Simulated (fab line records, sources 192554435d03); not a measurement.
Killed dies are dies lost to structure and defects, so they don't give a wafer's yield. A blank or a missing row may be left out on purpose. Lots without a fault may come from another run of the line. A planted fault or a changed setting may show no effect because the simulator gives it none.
Split-lot experiment | flow n5_finfet | 7 lots, 21 wafers read, on a route of 1938 steps

THE SPLIT
At N5_BEOL_M15_SPUTTER_44 (material Ta, target thk 15 nm, time 24.19 s), the setting power_w was moved away from the recipe's 15000 W on 5 of the 21 wafers read, by -11.3% to +13.9%. The other wafers ran this setting at the recipe's value.

The reading is taken at the split's own step.

THE READING
Ta_of_BEOL_M15_SPUTTER_44.thk_nm (the simulator's own value, which no gauge read), in nm, at N5_BEOL_M15_SPUTTER_44 (material Ta, target thk 15 nm, time 24.19 s). The file gives no usual value for it. The 16 wafers here that ran the recipe average 15.0 nm, standard deviation 0.18 nm.

wafer  | tool, chamber at the split | power_w as run, W | against the recipe | Ta_of_BEOL_M15_SPUTTER_44.thk_nm, nm | against lot-mates on the recipe
L075.1 | pvd_sputter-03, -          | 16210             | +8.1%              | 16.4                                 | +1.2
L075.3 | pvd_sputter-03, -          | 15000             | recipe             | 15.2                                 | -
L075.6 | pvd_sputter-03, -          | 16210             | +8.1%              | 16.2                                 | +1.0
L076.1 | pvd_sputter-01, -          | 14230             | -5.1%              | 14.4                                 | -0.7
L076.2 | pvd_sputter-01, -          | 15000             | recipe             | 15                                   | -
L076.6 | pvd_sputter-01, -          | 15000             | recipe             | 15.2                                 | -
L085.4 | pvd_sputter-02, -          | 15000             | recipe             | 14.8                                 | -
L085.5 | pvd_sputter-02, -          | 15000             | recipe             | 14.8                                 | -
L085.6 | pvd_sputter-02, -          | 15000             | recipe             | 15                                   | -
L094.1 | pvd_sputter-02, -          | 15000             | recipe             | 14.8                                 | -
L094.2 | pvd_sputter-02, -          | 15000             | recipe             | 15.2                                 | -
L094.3 | pvd_sputter-02, -          | 15000             | recipe             | 15                                   | -
L091.4 | pvd_sputter-03, -          | 15000             | recipe             | 15                                   | -
L091.5 | pvd_sputter-03, -          | 15000             | recipe             | 14.6                                 | -
L091.6 | pvd_sputter-03, -          | 17080             | +13.9%             | 16.8                                 | +2.0
L095.2 | pvd_sputter-02, -          | 15000             | recipe             | 15.2                                 | -
L095.3 | pvd_sputter-02, -          | 13310             | -11.3%             | 13                                   | -2.0
L095.6 | pvd_sputter-02, -          | 15000             | recipe             | 14.8                                 | -
L097.1 | pvd_sputter-03, -          | 15000             | recipe             | 15                                   | -
L097.3 | pvd_sputter-03, -          | 15000             | recipe             | 15                                   | -
L097.4 | pvd_sputter-03, -          | 15000             | recipe             | 15.2                                 | -

THE FIT
A straight line over all 21 wafers: Ta_of_BEOL_M15_SPUTTER_44.thk_nm changes by +0.151 nm for each +1% of power_w; r = +0.97; the points scatter about the line by 0.2 nm.
The same after taking each lot's own level away (the mean of its wafers on the recipe; 21 wafers): +0.151 nm for each +1%; r = +0.98; scatter 0.15 nm.
On that fit, the largest move of power_w shifts the reading by 2.1 nm.
The lots' own levels span 14.80 to 15.20 nm, that is 2.2 times the standard deviation above.
So the lot-to-lot level changes the slope little: the two slopes agree.
Check: with one of the wafers moved furthest among these (+13.9%) left out of the fit, the line predicts +2.12 nm for it against its lot-mates. It came out at +2 nm against them.

OTHER SPLITS ON THESE WAFERS
These wafers also went through other splits before the reading. Each is held against what the fit with the lots' levels taken away leaves over:
other split on the same wafers | wafers away from the commonest value | r with Ta_of_BEOL_M15_SPUTTER_44.thk_nm (lot level and that fit taken away)
N5_BEOL_M8_COAT_60 spin_rpm    | 7                                    | -0.07
N5_BEOL_M9_COAT_22 spin_rpm    | 5                                    | +0.20
N5_BEOL_M10_ETCH_41 source_w   | 8                                    | -0.35
N5_BEOL_M11_ETCH_66 time_s     | 5                                    | +0.10
N5_BEOL_M13_COAT_66 spin_rpm   | 6                                    | +0.03
N5_BEOL_M14_SPUTTER_43 time_s  | 7                                    | -0.10
N5_BEOL_M15_ILD_DEP_00 temp_c  | 6                                    | +0.24
N5_BEOL_M15_SPUTTER_43 time_s  | 9                                    | -0.03

THE FILE'S OWN FIT
Ta_of_BEOL_M15_SPUTTER_44.thk_nm changes by +0.153 nm for each +1% of power_w, r = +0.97.
